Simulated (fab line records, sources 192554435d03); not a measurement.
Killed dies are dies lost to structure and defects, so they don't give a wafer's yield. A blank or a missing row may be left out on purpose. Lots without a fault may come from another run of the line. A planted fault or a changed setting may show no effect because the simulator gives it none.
Which tool did it? | flow n5_finfet | 12 lots, 36 wafers sampled, at 1 step of a route of 1938

WHAT THE GAUGES READ, wafer by wafer
N5_ILD0_THK_MEAS_13.
lot  | measured    | on            | thk_nm (nm)
L075 | day 4 04:19 | film_metro-02 | 18.3 16.8 15.3
L077 | day 4 18:36 | film_metro-02 | 18.5 19.8 18.0
L079 | day 5 04:20 | film_metro-01 | 19.1 18.8 18.7
L081 | day 5 13:58 | film_metro-01 | 15.6 17.8 18.2
L083 | day 5 23:37 | film_metro-01 | 18.0 16.8 16.3
L085 | day 6 15:08 | film_metro-01 | 18.7 19.1 20.8
L087 | day 7 05:59 | film_metro-01 | 17.9 18.0 19.1
L089 | day 7 10:32 | film_metro-02 | 18.2 17.9 17.3
L091 | day 7 21:49 | film_metro-01 | 17.9 18.3 19.2
L093 | day 8 11:13 | film_metro-01 | 18.3 18.1 17.3
L095 | day 9 00:55 | film_metro-01 | 19.3 19.0 18.5
L097 | day 9 12:43 | film_metro-01 | 16.2 20.2 18.8

WHICH TOOL RAN EACH LOT (tool, then ch and the chambers of the sampled wafers, then the start)
The record holds no process step before these readings.

THE ANSWER, worked out from the rows above alone
Rule: what is usual is taken from the lots themselves. Put in order of their means at a reading, lots are off if they are a third of the lots or fewer, leave a main group of 4 or more, and stand apart from it by a gap of 3 or more times the standard deviation of the main group's means; of several such gaps the widest counts. A main group whose means are all the same, to the digits that the tables above print for the reading, isn't used. A lot without any number at a reading at which 4 lots or more have one is off too. The other lots that the step has rows for count as sound.
No lot is off at any reading shown: from this, nothing can be told.

WHAT THE SIMULATOR HAD PUT IN
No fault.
